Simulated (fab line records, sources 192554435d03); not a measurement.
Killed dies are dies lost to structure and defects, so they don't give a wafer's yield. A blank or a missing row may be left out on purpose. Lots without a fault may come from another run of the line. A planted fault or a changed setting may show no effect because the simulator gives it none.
Chamber matching | flow n5_finfet | N5_BEOL_M5_STRIP_36 on rie_diel-06: 4 sister chambers
The step strips in N2/H2. 4 wafers are shown with their chamber, then 8 later ones without.

WAFERS WITH THEIR CHAMBER
wafer  | chamber | throttle_valve_pct (%)
L084.5 | 3       | 23.78
L089.1 | 2       | 23.58
L089.2 | 0       | 24.17
L089.3 | 1       | 23.57

WAFERS WITHOUT THEIR CHAMBER
wafer  | throttle_valve_pct (%)
L091.3 | 23.58
L091.5 | 23.64
L092.2 | 23.60
L092.4 | 23.62
L092.6 | 24.22
L097.2 | 24.22
L097.3 | 23.50
L097.5 | 23.64

WHICH CHAMBER EACH WENT THROUGH
wafer  | from the rows above          | in truth
L091.3 | can't be placed: 2 or 1      | 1
L091.5 | can't be placed: 2 or 1 or 3 | 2
L092.2 | can't be placed: 2 or 1      | 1
L092.4 | can't be placed: 2 or 1      | 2
L092.6 | 0                            | 0
L097.2 | 0                            | 0
L097.3 | can't be placed: 1 or 2      | 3
L097.5 | can't be placed: 2 or 1 or 3 | 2
Placed correctly: 2 of 8. Can't be placed from these rows: 6 (the true chamber is among the candidates in 5). Placed wrongly: 0.
How it was worked out, from the rows above alone: a wafer's distance from a chamber is the root of the sum, over the readings, of the square of ((its reading less the chamber's mean) divided by the reading's scatter). The wafer belongs to the nearest chamber; if the next one is less than 2 further off, it can't be placed. A chamber's mean is the mean of its shown wafers. The scatter: with one shown wafer a chamber, the root of the mean of the squares of how far each hidden wafer lies from its nearest shown one.
